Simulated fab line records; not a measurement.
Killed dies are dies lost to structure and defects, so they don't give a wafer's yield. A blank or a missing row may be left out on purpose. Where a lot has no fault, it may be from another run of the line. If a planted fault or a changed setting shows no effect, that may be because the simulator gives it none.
fab line records	flow n5-finfet
record: lots: 10	wafers: 30	last-day: 18
route steps=1938 shown BEOL_M8@1376 BEOL_M9@1416 PASSIVATION@1936
lots that met no fault: taken from a fault-free run of the same line
start-h: hours from the record's first day to the start of the lot's first wafer shown	wait-h: hours elapsed since this lot's preceding step	" the same as in the row above	L1.1+2: a row that stands for several wafers	- either no value or no given start	* or withheld: withheld	< > ~ a bound
route shown NAME@n: names a module that has steps shown in the file, with the first one's number in the route	usual: the fault-free wafers' mean and standard deviation	same: alike in all rows	chamber/n: place in a boat	sites: readings site by site	_std_site: how widely they spread, as a standard deviation	_edge_site: mean of outer sites minus mean of inner sites	radius-mm: how far each site lies from the wafer's centre	mask NAME#n: copy n	behind: tool/chamber where the wafer was last shaped	hold: why the lot was held/for how many hours/how that ended	device: the n, p or np transistor that did not switch	end of line: at the end of the route, the tests of the same wafers	where a step has no rows: the recipe by itself	killed: count of dies lost to structure and defects at first sort (not the wafer's yield)	map: shows each die of a wafer: x if killed, . if not, _ if none is there
set.NAME: the setting the step ran with; set.NAME@STEP: the setting that earlier step ran with	model.NAME: the simulator's own value behind a step, which no gauge read
a sample of lots followed through the steps of the route, with each step as a table and each wafer as a row
services: when a tool's chamber went out of use (start-h, in hours from the record's first day, below 0 if earlier), for how many hours, and the reason
== steps ==
step: N5_BEOL_M8_STRIP_36
recipe: chemistry: N2/H2	power-w: 450	temp-c: 40	pressure-mtorr: 20	rf-frequency-hz: 6e+07	overash-fraction: 0.3	bias-power-w: 7	h2-frac: 0.5	n2-flow-sccm: 200	h2-flow-sccm: 200
usual: drypump-motor-current-A: 5.6/0.32	oes-product-au: 0.75/0.063	power-w: 450.0/1.2	rf-vpp-V: 58.9/1.5	showerhead-plenum-p-Torr: 2.52/0.07	throttle-valve-pct: 23.79/0.3
lot.wafer	tool	chamber	start-h	wait-h	drypump-motor-current-A	oes-product-au	power-w	rf-hours-counter-h	rf-vpp-V	showerhead-plenum-p-Torr	throttle-valve-pct
L756.2	rie-diel-02	1	229.11	0.0	5.2	0.74	452.4	161	57.2	2.54	23.67
L756.4	"	3	"	"	5.1	0.74	449.8	199	58.7	2.64	24.41
L756.6	"	3	"	"	5.1	0.72	448.5	-	58.4	2.64	24.39
L761.1	rie-diel-01	3	257.51	0.0	5.7	0.73	449.0	212	58.0	2.51	23.79
L761.3	"	2	"	"	5.7	0.78	449.9	124	58.9	2.55	23.99
L761.5	"	1	"	"	5.7	0.87	451.3	-	59.1	2.56	23.27
L763.1	rie-diel-02	0	263.51	0.0	6.1	0.74	449.7	184	57.7	2.42	23.54
L763.4	"	2	"	"	5.3	0.70	448.5	227	59.6	2.39	24.11
L763.5	"	1	"	"	5.2	0.74	449.9	-	60.4	2.54	23.66
L760.2	rie-diel-01	0	263.72	0.0	5.8	0.80	447.6	101	60.5	2.56	23.76
L760.3	"	2	"	"	5.7	0.77	450.4	127	56.9	2.55	24.01
L760.5	"	3	"	"	5.7	0.72	449.6	-	59.8	2.50	23.76
L764.2	rie-diel-06	2	269.30	0.0	5.1	0.68	450.2	230	57.2	2.61	23.60
L764.4	"	3	"	"	5.9	0.72	449.4	202	58.1	2.43	24.06
L764.6	"	0	"	"	5.2	0.69	450.1	-	59.6	2.60	23.79
L768.2	rie-diel-06	0	302.16	0.0	5.2	0.67	448.9	251	59.4	2.59	23.88
L768.3	"	3	"	"	5.9	0.72	449.8	214	58.6	2.42	24.09
L768.6	"	2	"	"	5.1	0.67	450.8	-	57.7	2.60	23.63
L767.1	rie-diel-02	0	302.39	0.0	6.1	0.73	448.6	197	58.6	2.41	23.54
L767.3	"	1	"	"	5.2	0.72	449.7	184	61.3	2.53	23.71
L767.5	"	2	"	"	5.3	0.68	448.3	-	57.7	2.38	24.14
L774.2	rie-diel-01	3	333.61	0.0	5.7	0.71	449.3	239	61.3	2.49	23.82
L774.3	"	1	"	"	5.7	0.83	450.3	81	58.7	2.55	23.30
L774.4	"	2	"	"	5.7	0.75	449.0	151	60.7	2.54	24.02
L775.3	rie-diel-02	3	357.87	0.0	5.1	0.68	447.7	245	56.4	2.62	24.47
L775.5	"	3	"	"	5.1	0.69	450.0	-	59.7	2.62	24.43
L775.6	"	0	"	"	6.2	0.73	450.2	-	59.5	2.40	23.54
L777.1	rie-diel-01	2	358.23	0.0	5.7	0.73	448.5	159	58.8	2.53	24.07
L777.2	"	0	"	"	5.8	0.77	451.1	134	59.7	2.55	23.82
L777.5	"	3	"	"	5.7	0.70	450.7	-	61.0	2.49	23.82
step: N5_BEOL_M8_ALD_77
recipe: material: TaN	target-thk-a: 20	temp-c: 275	ald-precursor-family: PDMAT	ald-co-reactant: NH3	pressure-torr: 3	carrier-flow-sccm: 1500	pulse-time-s: 2	purge-time-s: 3	co-reactant-purge-time-s: 2	co-reactant-pulse-time-s: 3	ald-cycles: 40	precursor-vessel-temp-c: 75	precursor-vessel-pressure-torr: 26.25	precursor-vessel-carrier-sccm: 1000
usual: heater-power-w: 391/22
same: purge-time-s: 3
lot.wafer	tool	chamber	start-h	wait-h	heater-power-w
L756.2	ald-metal-03	0	230.28	0.1	366
L756.4	"	1	"	"	418
L756.6	"	0	"	"	373
L761.1	ald-metal-02	0	258.83	0.1	396
L761.3	"	1	"	"	368
L761.5	"	3	"	"	391
L763.1	ald-metal-02	0	264.34	0.0	396
L763.4	"	1	"	"	376
L763.5	"	1	"	"	370
L760.2	ald-metal-02	2	264.80	0.0	386
L760.3	"	1	"	"	375
L760.5	"	2	"	"	398
L764.2	ald-metal-03	2	270.35	0.2	392
L764.4	"	0	"	"	367
L764.6	"	0	"	"	364
L768.2	ald-metal-03	3	302.97	0.0	406
L768.3	"	0	"	"	370
L768.6	"	0	"	"	374
L767.1	ald-metal-02	3	303.26	0.0	408
L767.3	"	2	"	"	370
L767.5	"	3	"	"	400
L774.2	ald-metal-02	2	341.07	0.0	372
L774.3	"	1	"	"	365
L774.4	"	0	"	"	400
L775.3	ald-metal-03	2	358.89	0.0	374
L775.5	"	1	"	"	387
L775.6	"	0	"	"	344
L777.1	ald-metal-02	3	359.14	0.0	413
L777.2	"	0	"	"	404
L777.5	"	1	"	"	379
step: N5_BEOL_M8_THK_MEAS_53
recipe: thk-meas-gauge: xrf	reads: Cu_of_BEOL_M8_ECD_50
usual: M8_THK: 80.6/2
lot.wafer	tool	chamber	start-h	wait-h	M8_THK[nm]
L756.2	film-metro-02	-	233.82	-	79.9
L756.4	"	-	"	"	80.6
L756.6	"	-	"	"	81.4
L761.1	film-metro-02	-	261.06	-	83.2
L761.3	"	-	"	"	78.6
L761.5	"	-	"	"	80.7
L763.1	film-metro-01	-	266.24	-	80.3
L763.4	"	-	"	"	81.5
L763.5	"	-	"	"	80.8
L760.2	film-metro-01	-	266.78	-	79.8
L760.3	"	-	"	"	81.6
L760.5	"	-	"	"	85.8
L764.2	film-metro-01	-	273.51	-	76.6
L764.4	"	-	"	"	81.4
L764.6	"	-	"	"	76.6
L768.2	film-metro-01	-	304.82	-	78.4
L768.3	"	-	"	"	81.3
L768.6	"	-	"	"	80.4
L767.1	film-metro-02	-	305.99	-	80.1
L767.3	"	-	"	"	81.2
L767.5	"	-	"	"	80.3
L774.2	film-metro-02	-	342.84	-	84.4
L774.3	"	-	"	"	81.4
L774.4	"	-	"	"	79.3
L775.3	film-metro-01	-	360.27	-	76.9
L775.5	"	-	"	"	80.0
L775.6	"	-	"	"	78.2
L777.1	film-metro-01	-	360.72	-	79.7
L777.2	"	-	"	"	80.5
L777.5	"	-	"	"	85.2
step: N5_BEOL_M8_DEP_56
recipe: material: SiCN	target-thk-a: 100	temp-c: withheld	precursor: 3MS/NH3	pressure-torr: 3	rf-w: 202	time-s: 17.5
usual: showerhead-plenum-p-Torr: 3.666/0.012	throttle-valve-pct: 9.0/0.44
lot.wafer	tool	chamber	start-h	wait-h	showerhead-plenum-p-Torr	throttle-valve-pct
L756.2	pecvd-01	0	233.88	0.0	3.670	9.1
L756.4	"	1	"	"	3.663	10.0
L756.6	"	0	"	"	3.679	9.2
L761.1	pecvd-01	2	261.12	0.0	3.669	8.8
L761.3	"	1	"	"	3.665	9.6
L761.5	"	2	"	"	3.664	8.8
L763.1	pecvd-02	0	266.30	0.0	3.671	8.8
L763.4	"	2	"	"	3.665	8.5
L763.5	"	0	"	"	3.657	8.7
L760.2	pecvd-01	1	266.84	0.0	3.660	9.6
L760.3	"	2	"	"	3.670	8.7
L760.5	"	2	"	"	3.665	8.4
L764.2	pecvd-01	0	273.58	0.0	3.672	9.3
L764.4	"	2	"	"	3.661	8.7
L764.6	"	1	"	"	3.658	9.8
L768.2	pecvd-01	1	304.88	0.0	3.662	10.1
L768.3	"	2	"	"	3.674	8.9
L768.6	"	0	"	"	3.676	9.3
L767.1	pecvd-01	1	306.05	0.0	3.670	10.0
L767.3	"	2	"	"	3.672	8.7
L767.5	"	1	"	"	3.666	9.7
L774.2	pecvd-02	1	342.92	0.0	3.651	8.6
L774.3	"	1	"	"	3.651	8.6
L774.4	"	0	"	"	3.646	8.9
L775.3	pecvd-02	0	360.33	0.0	3.655	8.9
L775.5	"	0	"	"	3.661	8.9
L775.6	"	2	"	"	3.668	8.5
L777.1	pecvd-02	2	360.78	0.0	3.668	8.6
L777.2	"	0	"	"	3.658	8.9
L777.5	"	2	"	"	3.675	8.3
step: N5_BEOL_M8_INSPECT_58
recipe: inspect-instrument: darkfield	mode: post-dep
usual: raw-defect-count: 69/20
lot.wafer	tool	chamber	start-h	wait-h	raw-defect-count
L756.2	defect-inspect-02	-	233.98	0.0	51
L756.4	"	-	"	"	60
L756.6	"	-	"	"	139
L761.1	defect-inspect-02	-	261.22	0.0	79
L761.3	"	-	"	"	71
L761.5	"	-	"	"	37
L763.1	defect-inspect-01	-	266.40	0.0	30
L763.4	"	-	"	"	41
L763.5	"	-	"	"	51
L760.2	defect-inspect-01	-	266.94	0.0	53
L760.3	"	-	"	"	82
L760.5	"	-	"	"	88
L764.2	defect-inspect-01	-	273.67	0.0	70
L764.4	"	-	"	"	70
L764.6	"	-	"	"	59
L768.2	defect-inspect-02	-	304.97	0.0	979
L768.3	"	-	"	"	1001
L768.6	"	-	"	"	1045
L767.1	defect-inspect-02	-	306.15	0.0	1072
L767.3	"	-	"	"	1118
L767.5	"	-	"	"	999
L774.2	defect-inspect-02	-	343.03	0.0	47
L774.3	"	-	"	"	70
L774.4	"	-	"	"	63
L775.3	defect-inspect-01	-	360.43	0.0	69
L775.5	"	-	"	"	63
L775.6	"	-	"	"	64
L777.1	defect-inspect-02	-	360.88	0.0	81
L777.2	"	-	"	"	44
L777.5	"	-	"	"	55
step: N5_BEOL_M9_INSPECT_13
recipe: mode: adi	inspect-instrument: brightfield
usual: raw-defect-count: 404/77
lot.wafer	tool	chamber	start-h	wait-h	raw-defect-count
L756.2	defect-inspect-02	-	238.55	0.0	291
L756.4	"	-	"	"	369
L756.6	"	-	"	"	394
L761.1	defect-inspect-01	-	264.61	0.0	357
L761.3	"	-	"	"	470
L761.5	"	-	"	"	432
L763.1	defect-inspect-01	-	270.14	0.0	374
L763.4	"	-	"	"	418
L763.5	"	-	"	"	405
L760.2	defect-inspect-01	-	270.34	0.0	335
L760.3	"	-	"	"	477
L760.5	"	-	"	"	329
L764.2	defect-inspect-01	-	275.89	0.0	354
L764.4	"	-	"	"	354
L764.6	"	-	"	"	366
L768.2	defect-inspect-02	-	306.35	0.0	1259
L768.3	"	-	"	"	1255
L768.6	"	-	"	"	1320
L767.1	defect-inspect-01	-	307.93	0.0	1377
L767.3	"	-	"	"	1438
L767.5	"	-	"	"	1197
L774.2	defect-inspect-02	-	344.82	0.0	282
L774.3	"	-	"	"	390
L774.4	"	-	"	"	394
L775.3	defect-inspect-02	-	362.68	0.0	438
L775.5	"	-	"	"	391
L775.6	"	-	"	"	382
L777.1	defect-inspect-02	-	362.87	0.0	539
L777.2	"	-	"	"	411
L777.5	"	-	"	"	283
step: N5_PASSIVATION_PROBE_49
usual: defect-limited-yield: 91.4/1.5	killed_at_M0_to_M3: 35/12	killed_at_M4_up: 13/5.8	killed-at-contacts: 12/5.5	killed-at-front-end: 36/9.9	killed-at-other: 4/3.7	killed-dies: 101/18	killed-open: 66/13	killed-short: 33/8	sort_bin_4_leakage: 0.00/0.016	sort_bin_5_function: 5.0/1	sort_bin_6_memory: 3.2/0.67	sort-n-pass: 1079/18	sort-yield-pct: 91.4/1.5
same: gross-dies: 1180	killed-at-back-side: 0	sort_bin_8_speed[%]: 0
lot.wafer	tool	chamber	start-h	wait-h	defect-limited-yield[%]	killed_at_M0_to_M3	killed_at_M4_up	killed-at-contacts	killed-at-front-end	killed-at-other	killed-dies	killed-open	killed-short	sort_bin_4_leakage[%]	sort_bin_5_function[%]	sort_bin_6_memory[%]	sort-n-pass	sort-yield-pct[%]
L764.2	prober-01	-	332.39	0.1	91.2	23	8	12	53	8	104	63	40	0	4.6	3.7	1076	91.2
L764.4	prober-01	-	332.49	0.2	93.4	28	0	7	35	8	78	56	22	0	3.9	2.5	1102	93.4
L764.6	prober-01	-	332.59	0.3	89.5	40	11	9	59	5	124	96	28	0	6.5	3.7	1056	89.5
L767.1	prober-01	-	368.84	0.0	81.2	23	163	5	30	1	222	44	20	0	11.3	3.2	958	81.2
L767.3	prober-01	-	368.94	0.1	81.5	20	159	4	31	4	218	52	20	0	11.1	3.6	962	81.5
L767.5	prober-01	-	369.04	0.2	82.2	28	138	5	37	2	210	56	25	0.17	10.8	3.6	968	82.0
L768.2	prober-02	-	372.15	0.1	81.6	28	153	6	30	0	217	57	15	0	10.7	4.3	963	81.6
L768.3	prober-02	-	372.20	0.1	79.6	30	156	8	40	7	241	61	32	0	11.7	4.8	939	79.6
L768.6	prober-02	-	372.35	0.3	81.5	24	150	9	35	0	218	55	29	0	10.8	3.1	962	81.5
killed by level:class
L764.2 STI_FIN_REVEAL:geometric-particle:open=13 STI_FIN_REVEAL:geometric-particle:short=10 MOL_CONTACT_COAG:geometric-particle:open=8 BEOL_M0_SAQP:geometric-particle:open=7 FIN_SAQP:geometric-particle:open=5 GATE_CUT:geometric-particle:short=5 BEOL_M1:geometric-particle:open=5 STARTING-WAFER:geometric-particle:short=5
L764.4 STI_FIN_REVEAL:geometric-particle:open=9 BEOL_M0_SAQP:geometric-particle:open=9 MOL_CONTACT_COAG:geometric-particle:open=6 BEOL_M0:geometric-particle:open=5 BEOL_M2:geometric-particle:open=5 BEOL_M0_SAQP:geometric-particle:short=4 BEOL_M3:geometric-particle:open=4 STI_FIN_REVEAL:geometric-particle:short=3
L764.6 FIN_SAQP:geometric-particle:open=20 BEOL_M3:geometric-particle:open=17 STI_FIN_REVEAL:geometric-particle:open=15 BEOL_M0_SAQP:geometric-particle:open=10 MOL_CONTACT_COAG:geometric-particle:open=8 FIN_SAQP:geometric-particle:short=5 STI_FIN_REVEAL:geometric-particle:short=4 BEOL_M0_SAQP:geometric-particle:short=4
L767.1 BEOL_M8:unspecified=152 BEOL_M0_SAQP:geometric-particle:open=7 BEOL_M1:geometric-particle:open=6 SPACER0:geometric-particle:short=5 MOL_CONTACT_COAG:geometric-particle:open=5 GATE_CUT:geometric-particle:short=4 HKMG_FIN:area-etch=4 BEOL_M3:geometric-particle:open=3
L767.3 BEOL_M8:unspecified=146 BEOL_M3:geometric-particle:open=9 STARTING-WAFER:geometric-particle:short=5 SPACER0:geometric-particle:short=4 SPACER0:geometric-particle:open=4 GATE_CUT:geometric-particle:open=4 BEOL_M0:geometric-particle:open=4 BEOL_M8:geometric-particle:open=4
L767.5 BEOL_M8:unspecified=129 BEOL_M0_SAQP:geometric-particle:open=9 BEOL_M2:geometric-particle:open=6 FIN_SAQP:geometric-particle:short=5 DUMMY_GATE:geometric-particle:open=5 BEOL_M1:geometric-particle:open=5 SPACER0:geometric-particle:open=4 GATE_CUT:geometric-particle:short=4
L768.2 BEOL_M8:unspecified=143 BEOL_M2:geometric-particle:open=7 MOL_CONTACT_COAG:geometric-particle:open=6 BEOL_M1:geometric-particle:open=6 FIN_SAQP:geometric-particle:open=5 STI_FIN_REVEAL:geometric-particle:open=5 DUMMY_GATE:geometric-particle:open=4 GATE_CUT:geometric-particle:open=4
L768.3 BEOL_M8:unspecified=146 FIN_SAQP:geometric-particle:open=9 MOL_CONTACT_COAG:geometric-particle:open=8 FIN_SAQP:geometric-particle:short=6 BEOL_M0_SAQP:geometric-particle:open=6 BEOL_M1:geometric-particle:open=6 ILD0:geometric-particle:short=5 BEOL_M2:geometric-particle:open=5
L768.6 BEOL_M8:unspecified=134 BEOL_M2:geometric-particle:open=8 DUMMY_GATE:geometric-particle:open=7 MOL_CONTACT_COAG:geometric-particle:open=6 BEOL_M4:geometric-particle:open=5 FIN_SAQP:geometric-particle:open=4 ILD0:geometric-particle:short=4 BEOL_M5:geometric-particle:open=4
== services ==
tool	chamber	start-h	hours	kind
ald-metal-02	2	210.49	16.6	repair
rie-diel-06	2	229.79	1.7	repair
ald-metal-02	-	270.46	0.3	repair
ald-metal-03	1	292.37	3.8	repair
pecvd-02	1	295.21	5.2	repair
ald-metal-02	0	302.41	19.9	repair
rie-diel-02	2	312.22	9.2	repair
rie-diel-06	0	324.90	17.4	repair
pecvd-01	2	328.77	2.1	scheduled-down
rie-diel-06	3	332.84	3.2	repair
ald-metal-03	3	333.98	3.2	repair
ald-metal-03	-	337.25	14.0	pm
ald-metal-03	0	337.25	14.0	vent-cycle
ald-metal-03	1	337.25	14.0	vent-cycle
ald-metal-03	2	337.25	14.0	vent-cycle
ald-metal-03	3	337.25	14.0	vent-cycle
pecvd-01	1	338.48	5.5	scheduled-down
rie-diel-02	2	339.33	-	clean
rie-diel-02	2	339.33	-	consumable-replace:focus-ring
rie-diel-02	2	339.33	-	consumable-replace:showerhead
rie-diel-02	2	339.33	25.6	scheduled-down
rie-diel-02	2	339.33	25.6	vent-cycle
pecvd-02	2	342.80	2.1	scheduled-down
ald-metal-03	0	351.25	-	clean
== key ==
first-sign: step: N5_BEOL_M8_INSPECT_58	reading: raw-defect-count	direction: up	sigmas: 49	usual: 69	struck: 1036
effect: step: N5_BEOL_M9_INSPECT_13	reading: raw-defect-count	direction: up	sigmas: 12	usual: 404	struck: 1308
effect: step: N5_PASSIVATION_PROBE_49	reading: killed_at_M4_up	direction: up	sigmas: 24	usual: 13	struck: 153
more-kills-born-at: N5_BEOL_M8_DEP_56@pecvd-01: 850
met-at N5_BEOL_M8_DEP_56
struck-lots L767,L768
not-acting-at N5_BEOL_M8_STRIP_36,N5_BEOL_M8_ALD_77,N5_BEOL_M8_THK_MEAS_53
onset-between 273.58 304.88
fault: kind: chamber-particle-source	tool: pecvd-01	chamber: -	onset-h: 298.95	steps: N5_BEOL_M8_DEP_56	rate-per-visit-cm2: 1.4639	end-h: 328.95
